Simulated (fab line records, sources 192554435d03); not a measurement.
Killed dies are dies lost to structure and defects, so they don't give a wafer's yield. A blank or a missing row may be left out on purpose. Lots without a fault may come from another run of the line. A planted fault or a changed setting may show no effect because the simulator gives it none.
fab line records | flow n5_finfet
record lots=7 wafers=21
route steps=1938 shown HKMG_FIN@397 GATE_CUT@469 MOL_CONTACT_COAG@579 BEOL_M0_SAQP@635 BEOL_M0@726 BEOL_M1@800
start_h: hours from the record's first day to the start of the lot's first wafer shown | wait_h: hours since the lot's step before | " the same as in the row above | L1.1+2: a row that stands for several wafers | - no value, or no start given | * or withheld: withheld | < > ~ a bound
route shown NAME@n: a module of which the file shows steps, and the number in the route of the first | usual: mean/standard deviation of fault-free wafers | same: alike in all rows | chamber/n: place in a boat | sites: the reading at each site | _std_site: their standard deviation | _edge_site: outer sites' mean less inner sites' | radius_mm: how far each site lies from the wafer's centre | mask NAME#n: copy n | behind: the tool/chamber that last shaped the wafer | hold: why the lot was held/for how many hours/how that ended | device: the transistor (n, p or np) that didn't switch | end of line: the same wafers' tests at the end of the route | a step without rows: its recipe alone | killed: dies lost to structure and defects at the first sort, not the wafer's yield | map: a wafer's dies, x killed, . not, _ none there
set.NAME: the setting as run; set.NAME@STEP: as run at that earlier step | model.NAME: the simulator's own value behind a step, which no gauge read
lots whose settings were changed on purpose; a table a step, a row a wafer
## steps
# step N5_HKMG_FIN_DEVELOP_48
# recipe develop_time_s=30 developer=TMAH resist=CAR-ArF rinse_liquid=diw dry=air_spin dev_temp_c=23
# columns lot.wafer tool chamber start_h wait_h set.develop_time_s set.spin_rpm@HKMG_FIN_COAT_43 model.CAR-ArF_of_HKMG_FIN_COAT_43.thk_nm
L076.3+4 litho_track-01 0 - - 30 1500 88
L076.6 " 0 " " 30 1362 92.6
L080.1 litho_track-01 0 - - 34.37 1381 91.8
L080.3 " 0 " " 34.37 1500 88
L080.5 " 0 " " 30 1381 91.6
L081.1 litho_track-05 0 - - 30 1500 89
L081.2 " 0 " " 30 1500 88.8
L081.4 " 0 " " 30 1500 88.6
L084.2 litho_track-04 0 - - 35.44 1400 91.4
L084.3+4 " 0 " " 30 1500 88.6
L085.1 litho_track-05 0 - - 30 1456 90
L085.2 " 0 " " 30 1500 88.4
L085.4 " 0 " " 30 1500 88.2
L093.2 litho_track-05 0 - - 27.59 1390 91.6
L093.3 " 0 " " 30 1390 91.8
L093.5 " 0 " " 30 1390 91.4
L095.1 litho_track-01 0 - - 30 1500 88.6
L095.2+5 " 0 " " 30 1500 88.4
# step N5_GATE_CUT_ETCH_58
# recipe chemistry=CH3F/O2 target=SiNx target_depth_a=170 time_s=128.6 ion_energy_ev=50 pressure_mtorr=30 source_w=415 bias_w=21 Ar_flow_sccm=150 CH3F_flow_sccm=30 O2_flow_sccm=20
# columns lot.wafer tool chamber start_h wait_h set.time_s model.etch.depth_nm
L076.3 rie_diel-02 1 93.79 0.0 128.6 16.9
L076.4 " 1 " " 128.6 16.94
L076.6 " 2 " " 128.6 16.82
L080.1 rie_diel-06 0 115.35 0.1 128.6 16.72
L080.3 " 1 " " 128.6 16.99
L080.5 " 3 " " 116.6 15.25
L081.1 rie_diel-06 0 122.26 0.0 128.6 16.52
L081.2 " 3 " " 128.6 16.5
L081.4 " 2 " " 128.6 16.44
L084.2 rie_diel-04 3 144.70 0.0 128.6 17.3
L084.3 " 0 " " 128.6 17.13
L084.4 " 2 " " 157.4 20.93
L085.1 rie_diel-06 0 149.08 0.0 128.6 16.64
L085.2 " 2 " " 146.1 18.92
L085.4 " 3 " " 128.6 16.99
L093.2 rie_diel-02 3 194.73 0.3 128.6 16.96
L093.3 " 1 " " 128.6 16.92
L093.5 " 1 " " 128.6 16.9
L095.1 rie_diel-06 2 207.54 0.0 128.6 16.63
L095.2 " 1 " " 128.6 16.74
L095.5 " 2 " " 128.6 16.66
# step N5_GATE_CUT_CUT_ETCH_53
# recipe chemistry=SF6/Cl2 target=W mask_material=SiO2 target_depth_a=792 pressure_mtorr=8 icp_w=900 bias_w=80 SF6_flow_sccm=40 Cl2_flow_sccm=60 ends=cleared
# usual etch_rf_on_time_s=26.2/0.41
# columns lot.wafer tool chamber start_h wait_h set.icp_w etch_rf_on_time_s
L076.3 rie_metal-02 0 98.41 0.1 900 26.4
L076.4 " 1 " " 900 25.9
L076.6 " 0 " " 814.1 29.0
L080.1 rie_metal-01 1 119.25 0.1 900 25.8
L080.3 " 1 " " 900 25.9
L080.5 " 0 " " 900 26.7
L081.1 rie_metal-03 1 126.20 0.1 900 26.4
L081.2 " 0 " " 900 26.8
L081.4 " 1 " " 900 26.1
L084.2 rie_metal-01 0 148.47 0.1 900 26.9
L084.3 " 1 " " 804.7 28.5
L084.4 " 0 " " 900 26.5
L085.1 rie_metal-03 0 153.59 0.1 1014 23.8
L085.2 " 1 " " 1014 24.1
L085.4 " 1 " " 900 26.3
L093.2 rie_metal-01 1 199.00 0.1 900 25.9
L093.3 " 0 " " 827.2 28.7
L093.5 " 1 " " 827.2 27.7
L095.1 rie_metal-01 0 211.71 0.1 900 26.6
L095.2 " 1 " " 900 25.6
L095.5 " 1 " " 900 25.6
# step N5_GATE_CUT_CMP_23
# recipe stop_on=SiO2 t_overpolish_s=23.4 post_cmp_clean=alkaline_brush down_force_psi=2.5 platen_rpm=51.8 pad_velocity_m_s=1.0307 target_thk_nm=16
# columns lot.wafer tool chamber start_h wait_h set.down_force_psi model.SiNx_of_GATE_CUT_ALD_22.thk_nm
L076.4+6 cmp-04 2 100.32 0.8 2.924 15.6
L076.3 " 1 " " 2.5 16
L080.3+5 cmp-04 3 121.22 0.8 2.5 16
L080.1 " 0 " " 2.5 16.2
L081.1+4+2 cmp-01 3,1,2 128.30 0.8 2.5 16
L084.2+4 cmp-04 0,1 150.53 0.8 2.672 16
L084.3 " 2 " " 2.5 16
L085.2+1 cmp-01 0,1 155.56 0.8 2.5 16
L085.4 " 2 " " 2.936 15.6
L093.2+3 cmp-04 1,0 200.97 0.8 2.5 16
L093.5 " 1 " " 2.7 15.8
L095.2 cmp-02 1 213.86 0.9 2.5 16
L095.1+5 " 0,2 " " 2.871 15.8
# step N5_MOL_CONTACT_COAG_ALD_131
# recipe material=SiO2 target_thk_a=50 temp_c=100 ald_precursor_family=BDEAS ald_co_reactant=O2-plasma pulse_time_s=1 co_reactant_pulse_time_s=1 purge_time_s=2 co_reactant_purge_time_s=2 ald_cycles=35 pressure_torr=2
# columns lot.wafer tool chamber start_h wait_h set.ald_cycles model.SiO2_of_MOL_CONTACT_COAG_ALD_131.thk_nm
L076.3 ald_sin-02 0 111.37 0.1 35 5
L076.4+6 " 1,3 " " 31 4.4
L080.1+5 ald_sin-03 0 132.65 0.1 35 5
L080.3 " 0 " " 38 5.4
L081.1+2+4 ald_sin-03 3,0,1 138.52 0.1 35 5
L084.2+3+4 ald_sin-04 1,3,0 162.66 0.1 35 5
L085.1 ald_sin-04 1 168.41 0.1 35 5
L085.2+4 " 0,2 " " 33 4.6
L093.2+5 ald_sin-04 3,0 212.95 0.1 39 5.6
L093.3 " 2 " " 35 5
L095.1 ald_sin-02 0 230.90 0.1 35 5
L095.2+5 " 2,1 " " 32 4.6
# step N5_BEOL_M0_SAQP_PECVD_03
# recipe material=SiCN target_thk_a=120 temp_c=withheld precursor=3MS/NH3 pressure_torr=3 rf_w=202 time_s=21.1
# columns lot.wafer tool chamber start_h wait_h set.time_s model.SiCN_of_BEOL_M0_SAQP_PECVD_03.thk_nm
L076.3 pecvd-03 0 121.04 0.1 18.29 10.8
L076.4 " 1 " " 21.1 12.4
L076.6 " 0 " " 21.1 12.2
L080.1 pecvd-01 2 142.39 0.1 18.38 10.6
L080.3 " 0 " " 21.1 12
L080.5 " 1 " " 21.1 12.2
L081.1 pecvd-03 2 146.99 0.1 21.1 11.8
L081.2 " 1 " " 21.1 12
L081.4 " 1 " " 21.1 12.2
L084.2+3+4 pecvd-01 1,2,1 170.27 0.1 21.1 12.2
L085.1 pecvd-02 2 174.92 0.1 23.67 13.4
L085.2 " 1 " " 23.67 13.2
L085.4 " 1 " " 21.1 12
L093.2 pecvd-03 0 220.19 0.1 21.1 12
L093.3 " 1 " " 19.12 11
L093.5 " 0 " " 19.12 10.8
L095.1 pecvd-01 1 238.89 0.1 21.1 11.6
L095.2 " 2 " " 21.1 12.2
L095.5 " 1 " " 21.1 12
# step N5_BEOL_M0_SAQP_COAT_08
# recipe resist=CAR-ArF spin_rpm=1500 resist_thk_nm=90
# columns lot.wafer tool chamber start_h wait_h set.spin_rpm model.CAR-ArF_of_BEOL_M0_SAQP_COAT_08.thk_nm
L076.3 litho_track-01 0 - - 1500 90
L076.4 " 0 " " 1500 89.6
L076.6 " 0 " " 1543 88.6
L080.1+5 litho_track-04 0 - - 1500 90.2
L080.3 " 0 " " 1573 88
L081.1+2+4 litho_track-01 0 - - 1500 89.6
L084.2 litho_track-01 0 - - 1500 90
L084.3+4 " 0 " " 1451 91.6
L085.1+4 litho_track-03 0 - - 1500 89.8
L085.2 " 0 " " 1431 92
L093.2+3 litho_track-03 0 - - 1500 90.2
L093.5 " 0 " " 1500 89.8
L095.1+5 litho_track-03 0 - - 1406 93.2
L095.2 " 0 " " 1500 90.2
# step N5_BEOL_M0_SAQP_EBR_10
# recipe solvent=PGMEA ebr_width_mm=1.5
# step N5_BEOL_M0_SAQP_SOFTBAKE_09
# recipe temp_c=110 time_s=60 resist=CAR-ArF
# step N5_BEOL_M0_SAQP_EXPOSE_11
# recipe mask_id=M0_CORE na=1.35 source_shape=dipole sigma_inner=0.538 sigma_outer=0.738 polarization=te target_cd_nm=42 dose_mj=55
# step N5_BEOL_M0_SAQP_PEB_12
# recipe peb_temp_c=withheld peb_time_s=60 resist=CAR-ArF
# step N5_BEOL_M0_SAQP_DEVELOP_13
# recipe develop_time_s=30 developer=TMAH resist=CAR-ArF dev_temp_c=23 rinse_liquid=diw dry=air_spin
# columns lot.wafer tool chamber start_h wait_h set.spin_rpm@BEOL_M0_SAQP_COAT_08 model.CAR-ArF_of_BEOL_M0_SAQP_COAT_08.thk_nm
L076.3 litho_track-03 0 - - 1500 88.4
L076.4 " 0 " " 1500 88
L076.6 " 0 " " 1543 86.8
L080.1 litho_track-03 0 - - 1500 88.6
L080.3 " 0 " " 1573 86.2
L080.5 " 0 " " 1500 88.4
L081.1 litho_track-04 0 - - 1500 88
L081.2+4 " 0 " " 1500 87.8
L084.2 litho_track-04 0 - - 1500 88.2
L084.3+4 " 0 " " 1451 90
L085.1 litho_track-03 0 - - 1500 88
L085.2 " 0 " " 1431 90.4
L085.4 " 0 " " 1500 88.2
L093.2+3 litho_track-01 0 - - 1500 88.4
L093.5 " 0 " " 1500 88.2
L095.1+5 litho_track-03 0 - - 1406 91.6
L095.2 " 0 " " 1500 88.6
# step N5_BEOL_M0_SAQP_SPACER1_ALD_98
# recipe material=SiO2 target_thk_a=128 temp_c=300 ald_precursor_family=BDEAS ald_co_reactant=O2-plasma pulse_time_s=1 purge_time_s=2 co_reactant_purge_time_s=2 ald_cycles=138 pressure_torr=2
# columns lot.wafer tool chamber start_h wait_h set.ald_cycles model.SiO2_of_BEOL_M0_SAQP_SPACER1_ALD_98.thk_nm
L076.3+4+6 ald_sin-03 1,0,2 122.83 0.1 138 12.8
L080.1 ald_sin-03 1 144.46 0.3 138 12.8
L080.3 " 0 " " 138 12.6
L080.5 " 2 " " 122 11.2
L081.1+2+4 ald_sin-03 3,1,0 148.86 0.3 138 12.8
L084.2+3 ald_sin-03 1,0 171.95 0.3 138 12.8
L084.4 " 2 " " 157 14.4
L085.1 ald_sin-01 0 176.46 0.3 138 12.8
L085.2 " 3 " " 131 12
L085.4 " 1 " " 131 12.2
L093.2+3+5 ald_sin-03 1,2,0 221.98 0.3 138 12.8
L095.1 ald_sin-04 2 240.65 0.3 122 11.2
L095.2 " 3 " " 122 11.4
L095.5 " 0 " " 138 12.8
# step N5_BEOL_M0_SAQP_SPACER1_ETCHBACK_99
# recipe chemistry=CHF3/O2 mode=anisotropic_etchback target=SiO2 target_depth_a=154 time_s=7.7 pressure_mtorr=30 source_w=650 bias_w=170 Ar_flow_sccm=200 CHF3_flow_sccm=50 O2_flow_sccm=5 ion_energy_ev=200
# step N5_BEOL_M0_SAQP_MANDREL1_REMOVE_100
# recipe chemistry=HBr/Cl2/O2 bt_time_s=10 target=a-Si stop_on=SiNx endpoint=OES-SiCl over_etch_frac=0.85 icp_w=600 bias_w=30 HBr_flow_sccm=150 Cl2_flow_sccm=80 O2_flow_sccm=5 pressure_mtorr=10
# columns lot.wafer tool chamber start_h wait_h set.ald_cycles@BEOL_M0_SAQP_SPACER1_ALD_98 model.BEOL_M0_SAQP.cd_nm
L076.3+6 rie_si-05 1,2 123.39 0.1 138 13
L076.4 " 3 " " 138 12.6
L080.1 rie_si-05 3 145.02 0.1 138 12.8
L080.3 " 0 " " 138 12.6
L080.5 " 0 " " 122 11.2
L081.1+4 rie_si-03 3,2 149.42 0.1 138 12.6
L081.2 " 1 " " 138 13
L084.2+3 rie_si-01 0,3 172.51 0.1 138 12.8
L084.4 " 1 " " 157 14.4
L085.1 rie_si-05 0 177.02 0.1 138 12.6
L085.2 " 3 " " 131 12
L085.4 " 2 " " 131 12.2
L093.2 rie_si-05 0 222.55 0.1 138 13
L093.3+5 " 3,2 " " 138 12.8
L095.1 rie_si-01 0 241.46 0.1 122 11.2
L095.2 " 1 " " 122 11.4
L095.5 " 1 " " 138 12.6
# step N5_BEOL_M0_SAQP_CD_MEAS_25
# recipe target_cd_nm=13.1 landing_energy_ev=1000 detector=se_inlens
# usual cd_nm=12.80/0.22
# columns lot.wafer tool chamber start_h wait_h set.ald_cycles@BEOL_M0_SAQP_SPACER1_ALD_98 cd_nm
L076.3 cd_sem-02 0 123.51 0.1 138 12.92
L076.4 " 0 " " 138 13.05
L076.6 " 0 " " 138 13.07
L080.1 cd_sem-01 0 145.13 0.1 138 12.55
L080.3 " 0 " " 138 12.50
L080.5 " 0 " " 122 11.26
L081.1 cd_sem-01 0 149.53 0.1 138 12.69
L081.2 " 0 " " 138 13.11
L081.4 " 0 " " 138 12.70
L084.2 cd_sem-03 0 172.62 0.1 138 12.94
L084.3 " 0 " " 138 13.32
L084.4 " 0 " " 157 14.66
L085.1 cd_sem-02 0 177.13 0.1 138 12.57
L085.2 " 0 " " 131 11.76
L085.4 " 0 " " 131 12.00
L093.2 cd_sem-01 0 222.66 0.1 138 12.53
L093.3 " 0 " " 138 12.88
L093.5 " 0 " " 138 13.01
L095.1 cd_sem-02 0 241.57 0.1 122 11.45
L095.2 " 0 " " 122 11.20
L095.5 " 0 " " 138 12.80
# step N5_BEOL_M0_SAQP_ETCH_101
# recipe chemistry=CH3F/O2 target=SiNx mask_material=SiO2 target_depth_a=299 time_s=42.7 pressure_mtorr=30 source_w=395 bias_w=73 Ar_flow_sccm=150 CH3F_flow_sccm=30 O2_flow_sccm=20 ion_energy_ev=120
# step N5_BEOL_M0_SAQP_ETCH_102
# recipe chemistry=CF4 target=SiO2 target_depth_a=40 ion_energy_ev=350 time_s=4.4 pressure_mtorr=10 icp_w=800 bias_w=400 cf4_flow_sccm=80
# step N5_BEOL_M0_SAQP_MANDREL_ETCH_103
# recipe chemistry=HBr/Cl2 target=a-Si target_depth_a=450 bt_time_s=10 stop_on=SiCN mask_material=SiO2 over_etch_frac=0.8 time_s=27 pressure_mtorr=10 icp_w=800 bias_w=75 HBr_flow_sccm=150 Cl2_flow_sccm=80 ends=end_point
# step N5_BEOL_M0_SAQP_RECESS_104
# recipe chemistry=HF/NH3 target=SiO2 target_depth_a=180 afs_cycles=3 temp_c=30 sublimation_temp_c=180 sublimation_time_s=60
# columns lot.wafer tool chamber start_h wait_h set.time_s@BEOL_M0_SAQP_PECVD_03 model.SiCN_of_BEOL_M0_SAQP_PECVD_03.thk_nm
L076.3 vapor_etch-02 1 123.88 0.2 18.29 7.2
L076.4 " 0 " " 21.1 9
L076.6 " 0 " " 21.1 8.6
L080.1 vapor_etch-01 0 145.41 0.1 18.38 7.2
L080.3 " 1 " " 21.1 8.6
L080.5 " 1 " " 21.1 8.8
L081.1 vapor_etch-02 1 149.87 0.1 21.1 8.2
L081.2 " 0 " " 21.1 8.4
L081.4 " 1 " " 21.1 9
L084.2+3+4 vapor_etch-01 1,0,1 172.88 0.1 21.1 8.6
L085.1 vapor_etch-01 0 177.39 0.1 23.67 10
L085.2 " 1 " " 23.67 9.6
L085.4 " 1 " " 21.1 8.4
L093.2 vapor_etch-02 1 222.91 0.1 21.1 8.6
L093.3 " 0 " " 19.12 7.6
L093.5 " 1 " " 19.12 7.4
L095.1 vapor_etch-02 0 242.03 0.1 21.1 8.4
L095.2+5 " 1,0 " " 21.1 8.6
# step N5_BEOL_M0_ETCH_109
# recipe chemistry=CH3F/O2 target_depth_a=80 overetch_a=24 target=SiCN time_s=27.4 ion_energy_ev=120 pressure_mtorr=30 source_w=395 bias_w=75 Ar_flow_sccm=150 CH3F_flow_sccm=30 O2_flow_sccm=20
# usual rf_vpp_V=297.3/1.5
# columns lot.wafer tool chamber start_h wait_h set.bias_w rf_vpp_V
L076.3 rie_diel-01 3 130.42 0.5 75 297.5
L076.4 " 2 " " 87.79 328.6
L076.6 " 2 " " 75 296.8
L080.1 rie_diel-01 2 150.72 0.0 75 297.8
L080.3 " 0 " " 65.55 272.9
L080.5 " 2 " " 75 297.0
L081.1 rie_diel-05 0 156.88 0.0 75 300.0
L081.2 " 1 " " 75 298.0
L081.4 " 3 " " 75 295.7
L084.2 rie_diel-01 1 180.87 0.4 71.13 289.2
L084.3 " 2 " " 75 298.1
L084.4 " 0 " " 75 296.2
L085.1 rie_diel-03 2 184.07 0.0 75 296.8
L085.2 " 0 " " 75 293.9
L085.4 " 1 " " 75 297.1
L093.2 rie_diel-01 1 229.26 0.1 75 297.3
L093.3 " 3 " " 75 297.2
L093.5 " 0 " " 88.13 327.5
L095.1 rie_diel-01 1 248.07 0.0 81.82 314.8
L095.2 " 0 " " 75 295.7
L095.5 " 0 " " 81.82 313.6
# step N5_BEOL_M1_TRENCH_ETCH_37
# recipe chemistry=C4F6/O2 target_depth_a=552.07 target=SiOC time_s=29 ion_energy_ev=250 pressure_mtorr=30 source_w=355 bias_w=185 Ar_flow_sccm=300 C4F6_flow_sccm=10 O2_flow_sccm=10
# usual rf_vpp_V=661/8.3
# columns lot.wafer tool chamber start_h wait_h set.bias_w rf_vpp_V
L076.3 rie_diel-06 0 - - 185 663
L076.4 " 2 " " 165.8 615
L076.6 " 1 " " 185 652
L081.1 rie_diel-02 0 - - 185 667
L081.2 " 2 " " 185 655
L081.4 " 3 " " 185 664
L080.1 rie_diel-06 2 - - 185 672
L080.3 " 1 " " 154.7 566
L080.5 " 1 " " 154.7 567
L084.2 rie_diel-02 1 - - 193.5 679
L084.3 " 3 " " 193.5 686
L084.4 " 0 " " 185 668
L085.1 rie_diel-04 3 - - 185 649
L085.2 " 2 " " 185 657
L085.4 " 1 " " 185 675
L093.2 rie_diel-02 1 - - 185 654
L093.3 " 3 " " 185 661
L093.5 " 3 " " 157.6 584
L095.1 rie_diel-04 0 - - 168.4 622
L095.2 " 3 " " 168.4 604
L095.5 " 2 " " 185 657
## key
split step=N5_HKMG_FIN_DEVELOP_48 setting=develop_time_s stated=30 by=wafer
response none clear
split step=N5_GATE_CUT_ETCH_58 setting=time_s stated=128.6 by=wafer
response step=N5_GATE_CUT_ETCH_58 reading=model.etch.depth_nm change=+0.164 per=1% r=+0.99
split step=N5_GATE_CUT_CUT_ETCH_53 setting=icp_w stated=900 by=wafer
response step=N5_GATE_CUT_CUT_ETCH_53 reading=etch_rf_on_time_s change=* per=1% r=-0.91
split step=N5_GATE_CUT_CMP_23 setting=down_force_psi stated=2.5 by=wafer
response step=N5_GATE_CUT_CMP_23 reading=model.SiNx_of_GATE_CUT_ALD_22.thk_nm change=-0.0198 per=1% r=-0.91
split step=N5_MOL_CONTACT_COAG_ALD_131 setting=ald_cycles stated=35 by=wafer
response step=N5_MOL_CONTACT_COAG_ALD_131 reading=model.SiO2_of_MOL_CONTACT_COAG_ALD_131.thk_nm change=+0.0519 per=1% r=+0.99
split step=N5_BEOL_M0_SAQP_PECVD_03 setting=time_s stated=21.1 by=wafer
response step=N5_BEOL_M0_SAQP_PECVD_03 reading=model.SiCN_of_BEOL_M0_SAQP_PECVD_03.thk_nm change=+0.113 per=1% r=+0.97
response step=N5_BEOL_M0_SAQP_RECESS_104 reading=model.SiCN_of_BEOL_M0_SAQP_PECVD_03.thk_nm change=+0.117 per=1% r=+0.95
split step=N5_BEOL_M0_SAQP_COAT_08 setting=spin_rpm stated=1500 by=wafer
response step=N5_BEOL_M0_SAQP_COAT_08 reading=model.CAR-ArF_of_BEOL_M0_SAQP_COAT_08.thk_nm change=-0.469 per=1% r=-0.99
response step=N5_BEOL_M0_SAQP_DEVELOP_13 reading=model.CAR-ArF_of_BEOL_M0_SAQP_COAT_08.thk_nm change=-0.49 per=1% r=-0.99
split step=N5_BEOL_M0_SAQP_SPACER1_ALD_98 setting=ald_cycles stated=138 by=wafer
response step=N5_BEOL_M0_SAQP_SPACER1_ALD_98 reading=model.SiO2_of_BEOL_M0_SAQP_SPACER1_ALD_98.thk_nm change=+0.125 per=1% r=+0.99
response step=N5_BEOL_M0_SAQP_MANDREL1_REMOVE_100 reading=model.BEOL_M0_SAQP.cd_nm change=+0.118 per=1% r=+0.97
response step=N5_BEOL_M0_SAQP_CD_MEAS_25 reading=cd_nm change=+0.116 per=1% r=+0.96
split step=N5_BEOL_M0_ETCH_109 setting=bias_w stated=75 by=wafer
response step=N5_BEOL_M0_ETCH_109 reading=rf_vpp_V change=+1.83 per=1% r=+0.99
split step=N5_BEOL_M1_TRENCH_ETCH_37 setting=bias_w stated=185 by=wafer
response step=N5_BEOL_M1_TRENCH_ETCH_37 reading=rf_vpp_V change=+5.33 per=1% r=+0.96
split outside_this_file step=N5_HKMG_FIN_COAT_43 setting=spin_rpm
# split outside_this_file: this setting was split too, and the file shows its column; the key of that split is in another file
